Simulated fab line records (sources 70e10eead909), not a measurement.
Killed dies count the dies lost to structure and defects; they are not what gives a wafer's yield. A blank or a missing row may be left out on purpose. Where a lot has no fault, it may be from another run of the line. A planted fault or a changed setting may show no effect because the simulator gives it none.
A lot that was struck, set against a sound lot | flow nand-harc | 13 steps out of a route of 1302
Sound: wafers L696.2, L696.4, L696.6. Wafers L706.3, L706.5, L706.6 were the ones struck. Last of all comes the cause.
Each step with rows lists, per side, the tool, then ch with its chambers, then its first start. Under that, the readings that differ: sound wafers | struck wafers | difference of the means | sigmas: that difference in standard deviations of wafers without a fault.
alike: same words and numbers on both sides, and readings whose means sit less than 2 such deviations apart. not compared: any withheld reading, any reading some wafer has no value for, any bound like >300 that may hide the same value, and any number with overlapping values for which the record gives no deviation.
The two part at a step that has a row with sigmas, a row that says differs or no value, or rows on one side only. Non-overlapping numbers with no deviation appear without sigmas and do not part them. Lack of a reading on every wafer of one side parts them only where that side has two or more wafers.

NHARC_A_CHANNEL_FILL_D2_STRIP_28: strips in O2, time 20 s.
  sound on rie-diel-02 ch 0,2,3, day 14 09:10; struck on rie-diel-06 ch 2,3, day 18 19:15
  alike: drypump-motor-current-A, oes-product-au, rf-vpp-V, showerhead-plenum-p-Torr, throttle-valve-pct
  not compared: rf-hours-counter-h
then, 4 steps without rows for these wafers: NHARC_A_CHANNEL_FILL_D2_PRECLEAN_21 (cleans in dHF, time 30 s); NHARC_A_CHANNEL_FILL_D2_SRD_23; NHARC_A_CHANNEL_FILL_D2_CVD_05 (deposits poly-Si, target thk 5 nm); NHARC_A_CHANNEL_FILL_D2_ANNEAL_22 (time 7200 s).
NHARC_A_CHANNEL_FILL_D2_ALD_25: deposits SiOx, target thk 60 nm, pulse time 10 s, ald cycles 600.
  sound on ald-hk-02 ch 0,1,3, day 14 21:54; struck on ald-hk-02 ch 0,2,3, day 19 09:09
  alike: heater-power-w, precursor-pulse-height-rel
NHARC_A_CHANNEL_FILL_D2_ETCHBACK_08: etches the open film in C4F8, target depth 220 nm, time 110 s.
  sound: rie-diel-06 ch 0,2,3; struck: rie-diel-02 ch 2,3
  alike: oes-product-au, rf-vpp-V
  not compared: rf-hours-counter-h
NHARC_A_CHANNEL_FILL_D2_STRIP_29: strips in O2, time 20 s.
  sound: rie-diel-06 ch 0,1,3; struck: rie-diel-02 ch 0,1,2
  alike: drypump-motor-current-A, oes-product-au, rf-vpp-V, showerhead-plenum-p-Torr, throttle-valve-pct
  not compared: rf-hours-counter-h
then, 3 steps without rows for these wafers: NHARC_A_CHANNEL_FILL_D2_PRECLEAN_30 (cleans in dHF, time 30 s); NHARC_A_CHANNEL_FILL_D2_SRD_31; NHARC_A_CHANNEL_FILL_D2_CVD_09 (deposits poly-Si, target thk 150 nm, time 3000 s).
NHARC_A_CHANNEL_FILL_D2_CMP_10: polishes, target thk 150 nm.
  sound on cmp-03 ch 0,1,2, day 15 09:25; struck on cmp-04 ch 2,3, day 19 18:44
  no value came back on the struck wafers for edge-zone-pressure-frac, motor-current-A (A), time-to-endpoint-s (s); on the sound wafers edge-zone-pressure-frac reads 1.009 0.992 0.997
-- jump in the record: it breaks off in module A_CHANNEL_FILL_D2 and resumes in module END (first step shown: number 1302 of the route), and 9 days separate the struck wafers' starts before and after --
NHARC_END_SORT_01:
  here the record holds rows for the struck wafers (prober-02 ch 0, day 28 22:28) but none for the sound ones

== WHERE THEY PART ==
Last at NHARC_END_SORT_01 as far as this record goes, first at NHARC_A_CHANNEL_FILL_D2_CMP_10.

WHY: what the simulator had put in
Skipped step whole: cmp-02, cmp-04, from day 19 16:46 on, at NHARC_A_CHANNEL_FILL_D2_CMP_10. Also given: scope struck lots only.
